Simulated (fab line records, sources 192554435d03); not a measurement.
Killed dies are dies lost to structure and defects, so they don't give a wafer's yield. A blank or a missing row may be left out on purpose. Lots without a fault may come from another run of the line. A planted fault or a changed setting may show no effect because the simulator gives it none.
Chamber matching | flow n5_finfet | N5_BEOL_M5_CO_CAP_78 on cvd_co-02: 3 sister chambers
The step material Co, precursor CCTBA/H2, target thk 2 nm, time 102.1 s. 3 wafers are shown with their chamber, then 9 later ones without.

WAFERS WITH THEIR CHAMBER
wafer  | chamber | heater_power_w (W)
L085.4 | 0       | 230
L090.3 | 1       | 165
L090.5 | 2       | 256

WAFERS WITHOUT THEIR CHAMBER
wafer  | heater_power_w (W)
L091.3 | 252
L091.4 | 239
L091.6 | 170
L093.2 | 255
L093.5 | 269
L093.6 | 166
L095.1 | 237
L095.2 | 173
L095.3 | 258

WHICH CHAMBER EACH WENT THROUGH
wafer  | from the rows above     | in truth
L091.3 | 2                       | 2
L091.4 | can't be placed: 0 or 2 | 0
L091.6 | 1                       | 1
L093.2 | 2                       | 2
L093.5 | 2                       | 2
L093.6 | 1                       | 1
L095.1 | can't be placed: 0 or 2 | 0
L095.2 | 1                       | 1
L095.3 | 2                       | 2
Placed correctly: 7 of 9. Can't be placed from these rows: 2 (the true chamber is among the candidates in 2). Placed wrongly: 0.
How it was worked out, from the rows above alone: a wafer's distance from a chamber is the root of the sum, over the readings, of the square of ((its reading less the chamber's mean) divided by the reading's scatter). The wafer belongs to the nearest chamber; if the next one is less than 2 further off, it can't be placed. A chamber's mean is the mean of its shown wafers. The scatter: with one shown wafer a chamber, the root of the mean of the squares of how far each hidden wafer lies from its nearest shown one.
